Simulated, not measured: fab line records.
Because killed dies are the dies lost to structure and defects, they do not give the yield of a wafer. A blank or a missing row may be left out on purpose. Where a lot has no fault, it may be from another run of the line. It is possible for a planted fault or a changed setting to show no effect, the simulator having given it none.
fab line records | flow n5Finfet
[record] lots = 4 | wafers = 12 | lastDay = 17
route steps=1938 shown BEOL_M0_SAQP@686 BEOL_M0_CUTY@701 BEOL_M0@715 BEOL_M4@1111 PASSIVATION@1936
lots that met no fault: taken from a fault-free run of the same line
startH: hours from the record's opening day to when the first of the lot's shown wafers began | waitH: hours elapsed since this lot's preceding step | " as in the row above | L1.1+2: a row that stands for several wafers | - value missing, or start not given | * or withheld: withheld | < > ~ a bound
route shown NAME@n: NAME is a module with steps in the file, n the number in the route of the first one | usual: the fault-free wafers' mean and standard deviation | same: alike in all rows | chamber/n: place in a boat | sites: per-site readings | _std_site: standard deviation across them | _edge_site: the outer-site mean with the inner-site mean subtracted | radiusMm: for every site, how far away it sits from the centre of the wafer | mask NAME#n: copy n | behind: tool/chamber where the wafer was last shaped | hold: what put the lot on hold/how long, in hours/how the hold closed | device: whichever transistor did not switch (one of n, p or np) | end of line: tests of these same wafers at the route's end | step lacking rows: just its recipe | killed: the dies lost at the first sort to structure and to defects; this is not the yield of the wafer | map: the dies of a wafer, with x for killed, . for not killed, _ for no die there
set.NAME: the setting the step ran with; set.NAME@STEP: the setting that earlier step ran with | model.NAME: the simulator's own value behind a step, which no gauge read
certain route steps with their lots: each step a table, each wafer a row
services: a tool's chamber out of use, with start hour (startH, from the record's first day; less than 0 if before it), hours out, and reason
[[steps]]
[step N5_BEOL_M0_SAQP_EXPOSE_37]
[recipe] maskId = M0_CUT1 | na = 0.33 | sourceShape = annular | sigmaInner = 0.35 | sigmaOuter = 0.8 | polarization = unpolarized | targetCdNm = 30 | doseMj = 44.75
[step N5_BEOL_M0_SAQP_PEB_38]
[recipe] pebTempC = 100 | pebTimeS = 60 | resist = CAR-EUV
[step N5_BEOL_M0_SAQP_DEVELOP_39]
[recipe] developTimeS = 30 | developer = TMAH | resist = CAR-EUV | rinseLiquid = surfactantRinse | dry = airSpin | devTempC = 23
[step N5_BEOL_M0_SAQP_DESCUM_45]
[recipe] chemistry = O2 | timeS = 7 | sourcePowerW = 50 | biasPowerW = 20 | pressureMtorr = 20 | rfFrequencyHz = 2.712e+07 | tempC = 40 | resist = CAR-EUV | o2FlowSccm = 225
[step N5_BEOL_M0_SAQP_ETCH_88]
[recipe] chemistry = N2/H2 | target = underlayer | targetDepthA = 65 | timeS = 5.2 | ionEnergyEv = 200 | maskMaterial = CAR-EUV | pressureMtorr = 30 | sourceW = 840 | biasW = 150 | n2FlowSccm = 200 | h2FlowSccm = 200 | ends = cleared
[step N5_BEOL_M0_SAQP_ETCH_73]
[recipe] chemistry = CF4 | target = SiARC | targetDepthA = 195 | maskMaterial = CAR-EUV | timeS = 32.5 | ionEnergyEv = 80 | pressureMtorr = 40 | sourceW = 545 | biasW = 36 | Ar_flow_sccm = 100 | cf4FlowSccm = 100 | ends = cleared
[step N5_BEOL_M0_SAQP_CUT_ETCH_46]
[recipe] chemistry = N2/H2 | target = SOC | targetDepthA = 1350 | overetchA = 270 | tempC = 40 | timeS = 202.5 | ionEnergyEv = 200 | maskMaterial = SiARC | pressureMtorr = 30 | sourceW = 840 | biasW = 150 | n2FlowSccm = 200 | h2FlowSccm = 200
[step N5_BEOL_M0_SAQP_STRIP_74]
[recipe] chemistry = N2/H2 | tempC = 40 | n2FlowSccm = 200 | h2FlowSccm = 200 | rfFrequencyHz = 6e+07
[step N5_BEOL_M0_SAQP_STRIP_89]
[recipe] chemistry = N2/H2 | tempC = 40 | n2FlowSccm = 200 | h2FlowSccm = 200 | rfFrequencyHz = 6e+07
[step N5_BEOL_M0_SAQP_ALD_48]
[recipe] material = SiO2 | targetThkA = 200 | tempC = 100 | aldPrecursorFamily = BDEAS | aldCoReactant = O2-plasma | pulseTimeS = 1 | coReactantPulseTimeS = 1 | purgeTimeS = 2 | coReactantPurgeTimeS = 2 | aldCycles = 139 | pressureTorr = 2
[usual] aldCycles = 139/0 | heaterPowerW = 78/12 | precursorPulseHeightRel = 0.999/0.02 | susceptorTempC = 100.00/0.13
[same] pulseTimeS = 1
lot.wafer | tool      | chamber | startH | waitH | aldCycles | heaterPowerW | precursorPulseHeightRel | susceptorTempC | model.SiO2_of_BEOL_M0_SAQP_ALD_48.thkNm
L392.1    | aldSin-02 | 1       | 116.67 | 1.1   | 139       | 77           | 0.990                   | 99.69          | 20
L392.5    | "         | 2       | "      | "     | 139       | 80           | 0.979                   | 99.81          | 20
L392.6    | "         | 3       | "      | "     | 139       | 80           | 1.004                   | 100.02         | 20
L405.2    | aldSin-02 | 1       | 196.05 | 0.0   | 139       | 79           | 0.985                   | 100.01         | 20.2
L405.3    | "         | 2       | "      | "     | 139       | 80           | 0.987                   | 100.07         | 20
L405.6    | "         | 2       | "      | "     | 154       | 80           | 1.044                   | 100.09         | 22.2
L407.1    | aldSin-02 | 1       | 207.15 | 0.3   | 154       | 78           | 0.979                   | 100.07         | 22.2
L407.2    | "         | 2       | "      | "     | 139       | 77           | 0.973                   | 100.03         | 20
L407.6    | "         | 2       | "      | "     | 154       | 81           | 0.983                   | 99.88          | 22.2
L413.1    | aldSin-03 | 3       | 241.78 | 0.0   | 139       | 77           | 1.002                   | 100.15         | 20
L413.3    | "         | 1       | "      | "     | 139       | 54           | 0.977                   | 99.93          | 20
L413.4    | "         | 0       | "      | "     | 139       | 95           | 0.996                   | 100.18         | 20
[step N5_BEOL_M0_SAQP_ETCH_49]
[recipe] chemistry = CF4/O2 | targetDepthA = 370 | target = SiO2 | pressureMtorr = 40 | sourceW = 535 | biasW = 49 | Ar_flow_sccm = 100 | cf4FlowSccm = 100 | O2_flow_sccm = 10 | ionEnergyEv = 100
[step N5_BEOL_M0_SAQP_STRIP_75]
[recipe] chemistry = CF4 | resist = SiARC | powerW = 300 | biasPowerW = 75 | pressureMtorr = 50 | cf4FlowSccm = 150 | rfFrequencyHz = 6e+07
[step N5_BEOL_M0_CUTY_COAT_50]
[recipe] resist = SiARC | tempC = 220 | timeS = 60 | spinRpm = 1500 | resistThkNm = 15
[step N5_BEOL_M0_CUTY_COAT_51]
[recipe] resist = CAR-ArF-block | spinRpm = 1500 | resistThkNm = 150
[step N5_BEOL_M0_CUTY_EBR_52]
[recipe] solvent = PGMEA | ebrWidthMm = 1.5
[step N5_BEOL_M0_CUTY_SOFTBAKE_53]
[recipe] tempC = 110 | timeS = 60 | resist = CAR-ArF-block
[step N5_BEOL_M0_CUTY_EXPOSE_54]
[recipe] maskId = M0_ABLK | na = 1.35 | sourceShape = conventional | sigmaOuter = 0.8 | polarization = unpolarized | doseMj = 36
[step N5_BEOL_M0_CUTY_PEB_55]
[recipe] pebTempC = 110 | pebTimeS = 60 | resist = CAR-ArF-block
[step N5_BEOL_M0_CUTY_DEVELOP_56]
[recipe] developTimeS = 30 | developer = TMAH | resist = CAR-ArF-block | rinseLiquid = diw | dry = airSpin | devTempC = 23
[step N5_BEOL_M0_CUTY_DESCUM_61]
[recipe] chemistry = O2 | timeS = 7.9 | sourcePowerW = 50 | biasPowerW = 20 | pressureMtorr = 20 | rfFrequencyHz = 2.712e+07 | tempC = 40 | resist = CAR-ArF-block | o2FlowSccm = 225
[step N5_BEOL_M0_CUTY_ETCH_62]
[recipe] chemistry = CF4 | target = SiARC | maskMaterial = CAR-ArF-block | timeS = 58.5 | ionEnergyEv = 80 | pressureMtorr = 40 | sourceW = 545 | biasW = 36 | Ar_flow_sccm = 100 | cf4FlowSccm = 100 | ends = cleared
[step N5_BEOL_M0_CUTY_ETCH_63]
[recipe] chemistry = N2/H2 | target = SOC | targetDepthA = 827 | overetchA = 165 | maskMaterial = SiARC | tempC = 40 | ionEnergyEv = 200 | timeS = 124 | pressureMtorr = 30 | sourceW = 840 | biasW = 150 | n2FlowSccm = 200 | h2FlowSccm = 200
[step N5_BEOL_M0_CUTY_STRIP_64]
[recipe] chemistry = N2/H2 | tempC = 40 | n2FlowSccm = 200 | h2FlowSccm = 200 | rfFrequencyHz = 6e+07
[step N5_BEOL_M0_ETCH_138]
[recipe] chemistry = CH3F/O2 | targetDepthA = 120 | target = SiCN | timeS = 31.6 | ionEnergyEv = 120 | pressureMtorr = 30 | sourceW = 395 | biasW = 75 | Ar_flow_sccm = 150 | CH3F_flow_sccm = 30 | O2_flow_sccm = 20 | ends = cleared
[step N5_BEOL_M0_HM_OPEN_105]
[recipe] chemistry = Cl2/BCl3 | targetDepthA = 120 | target = TiN | ionEnergyEv = 150 | pressureMtorr = 10 | icpW = 1000 | biasW = 126 | Cl2_flow_sccm = 53.25 | bcl3FlowSccm = 21.75 | Ar_flow_sccm = 25
[step N5_BEOL_M0_STRIP_140]
[recipe] chemistry = CF4 | resist = SiARC | powerW = 300 | biasPowerW = 75 | pressureMtorr = 50 | cf4FlowSccm = 150 | rfFrequencyHz = 6e+07
[usual] drypumpMotorCurrentA = 5.6/0.3 | oesProductAu = 0.74/0.062 | rfVppV = 271.3/1.7 | showerheadPlenumPTorr = 1.81/0.062 | throttleValvePct = 13.68/0.18
lot.wafer | tool       | chamber | startH | waitH | drypumpMotorCurrentA | oesProductAu | rfHoursCounterH | rfVppV | showerheadPlenumPTorr | throttleValvePct | model.SiO2_of_BEOL_M0_SAQP_ALD_48.thkNm
L392.1    | rieDiel-02 | 0       | 122.41 | 0.1   | 5.6                  | 0.71         | 197             | 270.2  | 1.80                  | 13.70            | 11.6
L392.5    | "          | 1       | "      | "     | 5.9                  | 0.73         | -               | 273.6  | 1.87                  | 13.86            | 11
L392.6    | "          | 0       | "      | "     | 5.6                  | 0.71         | -               | 270.5  | 1.80                  | 13.69            | 11.8
L405.2    | rieDiel-03 | 1       | 198.01 | 0.3   | 5.3                  | 0.70         | 196             | 271.1  | 1.86                  | 13.71            | 10.2
L405.3    | "          | 0       | "      | "     | 5.5                  | 0.76         | 156             | 269.9  | 1.72                  | 13.64            | 11.2
L405.6    | "          | 2       | "      | "     | 6.1                  | 0.70         | -               | 271.1  | 1.79                  | 13.65            | 11.4
L407.1    | rieDiel-03 | 3       | 209.16 | 0.1   | 5.9                  | 0.83         | 61              | 273.6  | 1.90                  | 13.50            | 11.8
L407.2    | "          | 1       | "      | "     | 5.3                  | 0.69         | 200             | 273.0  | 1.85                  | 13.70            | 10.2
L407.6    | "          | 0       | "      | "     | 5.6                  | 0.75         | -               | 270.5  | 1.72                  | 13.66            | 12.4
L413.1    | rieDiel-06 | 2       | 245.07 | 0.1   | 6.2                  | 0.90         | 17              | 271.6  | 1.91                  | 13.40            | 10.2
L413.3    | "          | 0       | "      | "     | 5.8                  | 0.71         | 200             | 268.4  | 1.84                  | 13.73            | 11
L413.4    | "          | 1       | "      | "     | 5.4                  | 0.71         | 229             | 270.2  | 1.77                  | 13.93            | 10.4
[step N5_BEOL_M0_STRIP_104]
[recipe] chemistry = N2/H2 | powerW = 450 | tempC = 40 | pressureMtorr = 20 | rfFrequencyHz = 6e+07 | overashFraction = 0.3 | biasPowerW = 7 | h2Frac = 0.5 | n2FlowSccm = 200 | h2FlowSccm = 200
[step N5_BEOL_M4_RC_MEAS_101]
[usual] DIBL_N = 36.5/1.7 | DIBL_P = 36.3/2.1 | IOFF_N = 0.16/0.036 | IOFF_P = 0.21/0.037 | ION_N = 676/12 | ION_P = 462/7.6 | SS_N = 71.5/0.68 | SS_P = 73.3/0.63 | VT_N = 249/3.5 | VT_P = -250/3.5
lot.wafer | tool      | chamber | startH | waitH | DIBL_N[mV/V] | DIBL_P[mV/V] | IOFF_N[nA/um] | IOFF_P[nA/um] | ION_N[uA/um] | ION_P[uA/um] | SS_N[mV/dec] | SS_P[mV/dec] | VT_N[mV] | VT_P[mV]
L392.1    | prober-02 | 0       | 183.97 | 0.0   | 37.3         | 36.8         | 0.18          | 0.22          | 674          | 463          | 71.2         | 73.4         | 249      | -248
L392.5    | "         | 0       | "      | "     | 36.3         | 35.5         | 0.16          | 0.21          | 677          | 464          | 71.3         | 72.6         | 248      | -249
L392.6    | "         | 0       | "      | "     | 39.0         | 38.2         | 0.21          | 0.24          | 685          | 459          | 71.9         | 74.2         | 246      | -249
L405.2    | prober-02 | 0       | 251.75 | 0.2   | 40.0         | 41.2         | 0.30          | 0.30          | 700          | 468          | 72.7         | 74.5         | 239      | -247
L405.3    | "         | 0       | "      | "     | 35.3         | 35.6         | 0.16          | 0.19          | 685          | 459          | 72.0         | 72.3         | 248      | -253
L405.6    | "         | 0       | "      | "     | 35.2         | 36.5         | 0.16          | 0.20          | 683          | 465          | 72.4         | 72.7         | 248      | -253
L407.1    | prober-01 | 0       | 259.59 | 0.0   | 35.5         | 34.1         | 0.14          | 0.18          | 656          | 450          | 72.2         | 73.3         | 255      | -254
L407.2    | "         | 0       | "      | "     | 35.2         | 35.7         | 0.14          | 0.20          | 666          | 456          | 71.6         | 73.6         | 251      | -252
L407.6    | "         | 0       | "      | "     | 35.7         | 35.6         | 0.15          | 0.20          | 675          | 455          | 72.1         | 73.5         | 249      | -250
L413.1    | prober-02 | 0       | 310.71 | 0.0   | 36.5         | 37.3         | 0.16          | 0.23          | 685          | 476          | 71.7         | 73.9         | 247      | -249
L413.3    | "         | 0       | "      | "     | 34.3         | 33.8         | 0.12          | 0.19          | 667          | 466          | 70.7         | 73.0         | 253      | -250
L413.4    | "         | 0       | "      | "     | 37.0         | 35.8         | 0.15          | 0.21          | 676          | 469          | 71.6         | 72.9         | 250      | -248
[step N5_PASSIVATION_PROBE_49]
[usual] defectLimitedYield = 91.4/1.5 | killed_at_M0_to_M3 = 34/12 | killed_at_M4_up = 12/4.9 | killedAtContacts = 13/7.2 | killedAtFrontEnd = 39/12 | killedAtOther = 3.7/2.9 | killedDies = 101/18 | killedOnRim = 13/4 | killedOpen = 67/14 | killedShort = 33/7.2 | sort_bin_4_leakage = 0.00/0.022 | sort_bin_5_function = 5.1/0.97 | sort_bin_6_memory = 3.2/0.67 | sortNPass = 1079/17 | sortYieldPct = 91.4/1.5
[same] grossDies = 1180 | killedAtBackSide = 0 | sort_bin_8_speed[%] = 0
lot.wafer | tool      | chamber | startH | waitH | defectLimitedYield[%] | killed_at_M0_to_M3 | killed_at_M4_up | killedAtContacts | killedAtFrontEnd | killedAtOther | killedDies | killedOnRim | killedOpen | killedShort | sort_bin_4_leakage[%] | sort_bin_5_function[%] | sort_bin_6_memory[%] | sortNPass | sortYieldPct[%]
L392.1    | prober-02 | -       | 283.79 | 0.0   | 92.1                  | 27                 | 10              | 2                | 48               | 6             | 93         | 16          | 63         | 29          | 0                     | 4.7                    | 2.9                  | 1087      | 92.1
L392.5    | prober-02 | -       | 283.99 | 0.2   | 91.9                  | 17                 | 5               | 8                | 56               | 9             | 95         | 14          | 65         | 29          | 0                     | 4.0                    | 3.8                  | 1085      | 91.9
L392.6    | prober-02 | -       | 284.04 | 0.3   | 93.1                  | 18                 | 4               | 9                | 47               | 4             | 82         | 9           | 50         | 31          | 0                     | 3.9                    | 2.7                  | 1098      | 93.1
// killed by level:class
L392.1 FIN_SAQP:geometricParticle:short=12 BEOL_M3:geometricParticle:open=9 FIN_SAQP:geometricParticle:open=8 BEOL_M2:geometricParticle:open=8 STI_FIN_REVEAL:geometricParticle:open=7 BEOL_M8:geometricParticle:open=5 STI_FIN_REVEAL:geometricParticle:short=5 DUMMY_GATE:geometricParticle:open=5
L392.5 FIN_SAQP:geometricParticle:open=17 STI_FIN_REVEAL:geometricParticle:open=12 MOL_CONTACT_COAG:geometricParticle:open=6 BEOL_M0_SAQP:geometricParticle:short=6 FIN_SAQP:geometricParticle:short=5 BEOL_M0_SAQP:geometricParticle:open=5 PAD_METAL:geometricParticle:open=5 DUMMY_GATE:geometricParticle:open=4
L392.6 FIN_SAQP:geometricParticle:short=9 FIN_SAQP:geometricParticle:open=9 BEOL_M0_SAQP:geometricParticle:short=8 MOL_CONTACT_COAG:geometricParticle:open=7 STI_FIN_REVEAL:geometricParticle:open=6 GATE_CUT:geometricParticle:short=5 GATE_CUT:geometricParticle:open=5 DUMMY_GATE:geometricParticle:open=4
[[services]]
tool       | chamber | startH | hours | kind
aldSin-02  | -       | 95.70  | 6.0   | pm
aldSin-03  | -       | 111.26 | 6.0   | pm
rieDiel-06 | 3       | 119.33 | 22.6  | repair
aldSin-02  | 3       | 123.38 | 3.3   | repair
aldSin-02  | -       | 140.54 | 0.7   | repair
rieDiel-02 | 1       | 146.47 | 3.9   | repair
rieDiel-06 | 2       | 165.55 | -     | clean
rieDiel-06 | 2       | 165.55 | -     | consumableReplace:focusRing
rieDiel-06 | 2       | 165.55 | -     | consumableReplace:showerhead
rieDiel-06 | 2       | 165.55 | 25.6  | scheduledDown
rieDiel-06 | 2       | 165.55 | 25.6  | ventCycle
rieDiel-02 | 3       | 185.18 | 6.4   | repair
aldSin-02  | -       | 212.74 | 1.2   | repair
rieDiel-03 | 3       | 225.89 | 3.9   | repair
rieDiel-02 | 2       | 241.87 | -     | clean
rieDiel-02 | 2       | 241.87 | -     | consumableReplace:focusRing
rieDiel-02 | 2       | 241.87 | 24.2  | scheduledDown
rieDiel-02 | 2       | 241.87 | 24.2  | ventCycle
aldSin-03  | 1       | 242.68 | 37.2  | repair
[[key]]
[firstSign] step = N5_BEOL_M0_SAQP_ALD_48 | reading = aldCycles | direction = up | sigmas = 99+ | usual = * | struck = *
effect none on later readings
[modelEffect] step = N5_BEOL_M0_SAQP_ALD_48 | value = SiO2_of_BEOL_M0_SAQP_ALD_48.thkNm | without = 20 | struck = 22.2
[modelEffect] step = N5_BEOL_M0_STRIP_140 | value = SiO2_of_BEOL_M0_SAQP_ALD_48.thkNm | without = 10.67 | struck = 11.87
metAt N5_BEOL_M0_SAQP_ALD_48
struckWafers L405.6,L407.1,L407.6
onsetBetween 116.67 196.05
[fault] kind = processParameterDrift | tool = aldSin-02 | chamber = - | onsetH = 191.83 | steps = N5_BEOL_M0_SAQP_ALD_48 | channel = aldCycles | offset = * | shape = step | endH = 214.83 | scope = struckWafersOnly | actsIn = * | stated = *
